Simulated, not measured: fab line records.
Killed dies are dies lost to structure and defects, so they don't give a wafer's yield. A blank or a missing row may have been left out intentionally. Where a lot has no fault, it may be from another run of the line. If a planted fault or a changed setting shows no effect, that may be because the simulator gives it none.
Which tool was responsible?	flow n5 finfet	24 lots, 72 wafers sampled, at 6 steps of a route of 1938

WHAT EACH GAUGE READ, for each wafer
No reading from a measuring or inspecting step in the record can be judged against a usual standard deviation.

WHICH TOOL RAN EACH LOT (tool, then ch and the chambers of the sampled wafers, then the start)
lot	N5_BEOL_M1_ETCH_70	N5_BEOL_M1_ALD_84	N5_BEOL_M1_ANNEAL_49	N5_BEOL_M1_ANNEAL_80	N5_BEOL_M1_ANNEAL_91	N5_BEOL_M1_DEP_57
L074	rie diel-06 ch 1,2,3, day 6 14:17	ald metal-03 ch 0,3, day 6 15:16	pvd sputter-03, day 6 15:59	pvd sputter-03, day 6 16:12	pvd sputter-03, day 6 17:05	pecvd-03 ch 0,1, day 6 19:14
L075	rie diel-02 ch 1,2, day 6 14:29	ald metal-01 ch 1,2,3, day 6 15:28	pvd sputter-01, day 6 16:53	pvd sputter-01, day 6 17:07	pvd sputter-01, day 6 17:59	pecvd-02 ch 1,2, day 6 20:07
L076	rie diel-02 ch 1,2,3, day 6 21:50	ald metal-01 ch 0,2,3, day 6 22:41	pvd sputter-01, day 6 23:23	pvd sputter-01, day 6 23:37	pvd sputter-01, day 7 00:29	pecvd-04 ch 0,1,2, day 7 02:03
L077	rie diel-05 ch 0,1,2, day 7 03:45	ald metal-02 ch 1,2, day 7 04:47	pvd sputter-03, day 7 05:25	pvd sputter-03, day 7 05:38	pvd sputter-03, day 7 06:31	pecvd-03 ch 0,2, day 7 08:04
L078	rie diel-05 ch 0,1,2, day 7 04:09	ald metal-02 ch 0,2, day 7 05:02	pvd sputter-02, day 7 05:50	pvd sputter-02, day 7 06:04	pvd sputter-02, day 7 06:56	pecvd-04 ch 0,1,2, day 7 08:38
L079	rie diel-02 ch 0,2,3, day 7 13:21	ald metal-01 ch 0,1,2, day 7 14:12	pvd sputter-02, day 7 15:00	pvd sputter-02, day 7 15:13	pvd sputter-02, day 7 16:06	pecvd-04 ch 0,1,2, day 7 17:40
L080	rie diel-02 ch 0,2,3, day 7 19:47	ald metal-03 ch 1,2,3, day 7 20:53	pvd sputter-03, day 7 21:37	pvd sputter-03, day 7 21:50	pvd sputter-03, day 7 22:43	pecvd-03 ch 0,1,2, day 8 00:17
L081	rie diel-05 ch 0,2,3, day 8 18:01	ald metal-01 ch 1,2, day 8 18:59	pvd sputter-03, day 8 21:22	pvd sputter-03, day 8 21:35	pvd sputter-03, day 8 22:28	pecvd-02 ch 1,2, day 9 00:02
L082	rie diel-02 ch 0,1,3, day 8 18:01	ald metal-02 ch 0,1,2, day 8 18:58	pvd sputter-03, day 8 19:29	pvd sputter-03, day 8 19:43	pvd sputter-03, day 8 20:35	pecvd-03 ch 0,1,2, day 8 22:10
L083	rie diel-06 ch 1,2,3, day 8 22:13	ald metal-01 ch 1,2,3, day 8 23:15	pvd sputter-03, day 9 00:01	pvd sputter-03, day 9 00:14	pvd sputter-03, day 9 01:07	pecvd-04 ch 0,1,2, day 9 02:44
L084	rie diel-05 ch 1,2, day 9 02:17	ald metal-03 ch 1,2, day 9 03:10	pvd sputter-02, day 9 03:43	pvd sputter-02, day 9 03:56	pvd sputter-02, day 9 04:49	pecvd-03 ch 0,1, day 9 07:04
L085	rie diel-02 ch 1,3, day 9 02:28	ald metal-01 ch 1,2,3, day 9 03:17	pvd sputter-01, day 9 03:52	pvd sputter-01, day 9 04:05	pvd sputter-01, day 9 04:58	pecvd-04 ch 0,1,2, day 9 07:37
L087	rie diel-06 ch 0,1,2, day 9 11:08	ald metal-03 ch 0,2,3, day 9 11:53	pvd sputter-02, day 9 12:39	pvd sputter-02, day 9 12:52	pvd sputter-02, day 9 13:45	pecvd-04 ch 0,1, day 9 15:20
L086	rie diel-02 ch 1,2, day 9 11:35	ald metal-03 ch 0,1, day 9 12:26	pvd sputter-01, day 9 13:25	pvd sputter-01, day 9 13:38	pvd sputter-01, day 9 14:31	pecvd-02 ch 1,2, day 9 16:04
L088	rie diel-02 ch 0,2,3, day 10 00:41	ald metal-01 ch 0,1,2, day 10 01:26	pvd sputter-02, day 10 02:41	pvd sputter-02, day 10 02:55	pvd sputter-02, day 10 03:47	pecvd-04 ch 0,1, day 10 05:41
L089	rie diel-06 ch 1,2, day 10 09:38	ald metal-01 ch 1,2,3, day 10 10:19	pvd sputter-02, day 10 11:01	pvd sputter-02, day 10 11:14	pvd sputter-02, day 10 12:07	pecvd-02 ch 0,1, day 10 13:47
L090	rie diel-02 ch 0,3, day 10 12:53	ald metal-03 ch 0,1,2, day 10 13:54	pvd sputter-02, day 10 14:30	pvd sputter-02, day 10 14:43	pvd sputter-02, day 10 15:36	pecvd-03 ch 0,2, day 10 17:10
L092	rie diel-05 ch 1,3, day 10 22:30	ald metal-02 ch 0,2, day 10 23:30	pvd sputter-03, day 11 00:16	pvd sputter-03, day 11 00:29	pvd sputter-03, day 11 01:22	pecvd-03 ch 0,2, day 11 02:55
L091	rie diel-06 ch 2,3, day 10 22:32	ald metal-03 ch 0,2,3, day 10 23:31	pvd sputter-01, day 11 00:26	pvd sputter-01, day 11 00:40	pvd sputter-01, day 11 01:32	pecvd-03 ch 0,1,2, day 11 03:13
L093	rie diel-02 ch 0,1, day 10 22:34	ald metal-02 ch 1,2, day 11 02:13	pvd sputter-03, day 11 03:20	pvd sputter-03, day 11 03:34	pvd sputter-03, day 11 04:26	pecvd-04 ch 0,1, day 11 06:02
L094	rie diel-05 ch 1,2,3, day 11 19:31	ald metal-01 ch 0,1,3, day 11 20:19	pvd sputter-03, day 11 21:02	pvd sputter-03, day 11 21:16	pvd sputter-03, day 11 22:08	pecvd-02 ch 0,1,2, day 12 00:01
L095	rie diel-06 ch 0,2,3, day 11 19:33	ald metal-02 ch 0,3, day 11 20:20	pvd sputter-02, day 11 21:04	pvd sputter-02, day 11 21:17	pvd sputter-02, day 11 22:10	pecvd-03 ch 0,2, day 11 23:58
L097	rie diel-02 ch 0,2, day 11 20:56	ald metal-01 ch 1,3, day 11 22:24	pvd sputter-01, day 11 23:12	pvd sputter-01, day 11 23:25	pvd sputter-01, day 12 00:18	pecvd-02 ch 0,1, day 12 01:52
L096	rie diel-05 ch 1,2, day 11 20:58	ald metal-02 ch 0,2,3, day 11 22:31	pvd sputter-03, day 11 23:13	pvd sputter-03, day 11 23:26	pvd sputter-03, day 12 00:19	pecvd-04 ch 1,2, day 12 01:53
- N5_BEOL_M1_ETCH_70: etches SOC in N2/H2, target depth 80 nm, overetch 16 nm, time 120 s.
- N5_BEOL_M1_ALD_84: deposits TaN, pulse time 2 s, purge time 3 s, co reactant purge time 2 s.
- N5_BEOL_M1_ANNEAL_49: time 240 s.
- N5_BEOL_M1_ANNEAL_80: time 240 s.
- N5_BEOL_M1_ANNEAL_91: time 240 s.
- N5_BEOL_M1_DEP_57: deposits SiCN from 3MS/NH3, target thk 8 nm, time 14 s.

WHAT THE TOOLS THEMSELVES READ (means of the sampled wafers that have a number; where no wafer has one, the mark that the record gives instead)
N5_BEOL_M1_ETCH_70.
lot	tool	drypump motor current A (A)	oes product au (a.u.)	rf vpp V (V)	showerhead plenum p Torr (Torr)	throttle valve pct (%)
L074	rie diel-06	5.8	0.59	521.6	2.46	17.74
L075	rie diel-02	5.9	0.55	526.6	2.62	18.05
L076	rie diel-02	5.7	0.59	526.2	2.61	17.92
L077	rie diel-05	5.5	0.58	525.5	2.57	17.79
L078	rie diel-05	5.5	0.58	524.4	2.57	17.79
L079	rie diel-02	6.1	0.63	525.3	2.59	17.79
L080	rie diel-02	6.0	0.64	525.8	2.59	17.80
L081	rie diel-05	5.5	0.55	525.3	2.55	17.87
L082	rie diel-02	5.8	0.63	526.0	2.61	17.87
L083	rie diel-06	5.7	0.58	521.7	2.45	17.77
L084	rie diel-05	5.7	0.59	523.0	2.51	17.61
L085	rie diel-02	5.4	0.59	526.5	2.62	18.02
L087	rie diel-06	5.7	0.58	521.6	2.46	17.67
L086	rie diel-02	5.9	0.69	525.6	2.61	17.77
L088	rie diel-02	6.1	0.69	525.5	2.59	17.67
L089	rie diel-06	6.0	0.61	521.5	2.47	17.45
L090	rie diel-02	5.9	0.65	525.4	2.57	17.71
L092	rie diel-05	5.7	0.55	526.6	2.61	17.83
L091	rie diel-06	5.7	0.60	525.6	2.58	17.89
L093	rie diel-02	6.1	0.63	526.1	2.61	17.93
L094	rie diel-05	5.7	0.56	524.7	2.55	17.75
L095	rie diel-06	5.5	0.60	524.0	2.54	17.92
L097	rie diel-02	6.3	0.70	524.8	2.59	17.65
L096	rie diel-05	5.7	0.57	523.2	2.50	17.64

N5_BEOL_M1_ALD_84.
lot	tool	heater power outer w (W)	heater power w (W)	mfc carrier sccm (sccm)
L074	ald metal-03	220	424	1498
L075	ald metal-01	211	404	1501
L076	ald metal-01	220	406	1497
L077	ald metal-02	235	435	1498
L078	ald metal-02	237	427	1499
L079	ald metal-01	231	411	1500
L080	ald metal-03	242	443	1500
L081	ald metal-01	219	403	1502
L082	ald metal-02	239	442	1503
L083	ald metal-01	217	401	1502
L084	ald metal-03	231	434	1498
L085	ald metal-01	217	407	1500
L087	ald metal-03	233	424	1498
L086	ald metal-03	227	439	1501
L088	ald metal-01	230	408	1501
L089	ald metal-01	217	405	1499
L090	ald metal-03	215	416	1498
L092	ald metal-02	228	419	1504
L091	ald metal-03	224	424	1495
L093	ald metal-02	232	438	1498
L094	ald metal-01	229	421	1500
L095	ald metal-02	244	423	1497
L097	ald metal-01	214	412	1504
L096	ald metal-02	235	419	1499

N5_BEOL_M1_ANNEAL_49.
lot	tool	heater power w (W)
L074	pvd sputter-03	922
L075	pvd sputter-01	779
L076	pvd sputter-01	827
L077	pvd sputter-03	790
L078	pvd sputter-02	875
L079	pvd sputter-02	859
L080	pvd sputter-03	813
L081	pvd sputter-03	866
L082	pvd sputter-03	950
L083	pvd sputter-03	810
L084	pvd sputter-02	883
L085	pvd sputter-01	831
L087	pvd sputter-02	879
L086	pvd sputter-01	896
L088	pvd sputter-02	863
L089	pvd sputter-02	861
L090	pvd sputter-02	843
L092	pvd sputter-03	873
L091	pvd sputter-01	760
L093	pvd sputter-03	858
L094	pvd sputter-03	913
L095	pvd sputter-02	840
L097	pvd sputter-01	755
L096	pvd sputter-03	873

N5_BEOL_M1_ANNEAL_80.
lot	tool	heater power w (W)
L074	pvd sputter-03	928
L075	pvd sputter-01	780
L076	pvd sputter-01	820
L077	pvd sputter-03	796
L078	pvd sputter-02	868
L079	pvd sputter-02	870
L080	pvd sputter-03	833
L081	pvd sputter-03	885
L082	pvd sputter-03	955
L083	pvd sputter-03	782
L084	pvd sputter-02	882
L085	pvd sputter-01	839
L087	pvd sputter-02	895
L086	pvd sputter-01	895
L088	pvd sputter-02	865
L089	pvd sputter-02	856
L090	pvd sputter-02	854
L092	pvd sputter-03	864
L091	pvd sputter-01	753
L093	pvd sputter-03	855
L094	pvd sputter-03	917
L095	pvd sputter-02	846
L097	pvd sputter-01	762
L096	pvd sputter-03	858

N5_BEOL_M1_ANNEAL_91.
lot	tool	heater power w (W)
L074	pvd sputter-03	915
L075	pvd sputter-01	785
L076	pvd sputter-01	819
L077	pvd sputter-03	799
L078	pvd sputter-02	864
L079	pvd sputter-02	859
L080	pvd sputter-03	809
L081	pvd sputter-03	877
L082	pvd sputter-03	955
L083	pvd sputter-03	796
L084	pvd sputter-02	898
L085	pvd sputter-01	824
L087	pvd sputter-02	881
L086	pvd sputter-01	897
L088	pvd sputter-02	869
L089	pvd sputter-02	867
L090	pvd sputter-02	844
L092	pvd sputter-03	880
L091	pvd sputter-01	757
L093	pvd sputter-03	847
L094	pvd sputter-03	907
L095	pvd sputter-02	828
L097	pvd sputter-01	757
L096	pvd sputter-03	878

N5_BEOL_M1_DEP_57.
lot	tool	showerhead plenum p Torr (Torr)	throttle valve pct (%)
L074	pecvd-03	3.690	9.2
L075	pecvd-02	3.659	8.5
L076	pecvd-04	3.676	9.5
L077	pecvd-03	3.680	9.0
L078	pecvd-04	3.668	9.5
L079	pecvd-04	3.671	9.5
L080	pecvd-03	3.683	9.1
L081	pecvd-02	3.659	8.8
L082	pecvd-03	3.686	8.8
L083	pecvd-04	3.671	9.4
L084	pecvd-03	3.687	9.1
L085	pecvd-04	3.669	9.7
L087	pecvd-04	3.673	10.0
L086	pecvd-02	3.648	8.7
L088	pecvd-04	3.674	9.7
L089	pecvd-02	3.653	9.2
L090	pecvd-03	3.675	9.0
L092	pecvd-03	3.677	8.8
L091	pecvd-03	3.693	9.2
L093	pecvd-04	3.677	9.7
L094	pecvd-02	3.651	9.1
L095	pecvd-03	3.682	9.0
L097	pecvd-02	3.652	9.4
L096	pecvd-04	3.673	9.5

THE ANSWER, worked out from the rows above alone
Rule: the usual values come from the lots themselves. The widest of any qualifying gaps counts: lots, ordered by their means at a reading, are off when they make up no more than a third of the lots, leave a main group of 4 or more, and stand apart from it by 3 or more times the standard deviation of that group's means. The tables above print the reading to a certain number of digits; a main group whose means all agree to those digits is not used. Also off: a lot with no number at a reading for which 4 or more lots have one. All remaining lots with rows at the step are treated as sound. After the gauges, taken in route order, come the tools' own readings; for these a lot's mean is taken, as printed above. At the first step where some lot is off, the reading lying furthest off is the one used; lots without a number count as furthest.
Nothing can be told from this: no lot is off at any reading shown.

WHAT THE SIMULATOR PUT IN
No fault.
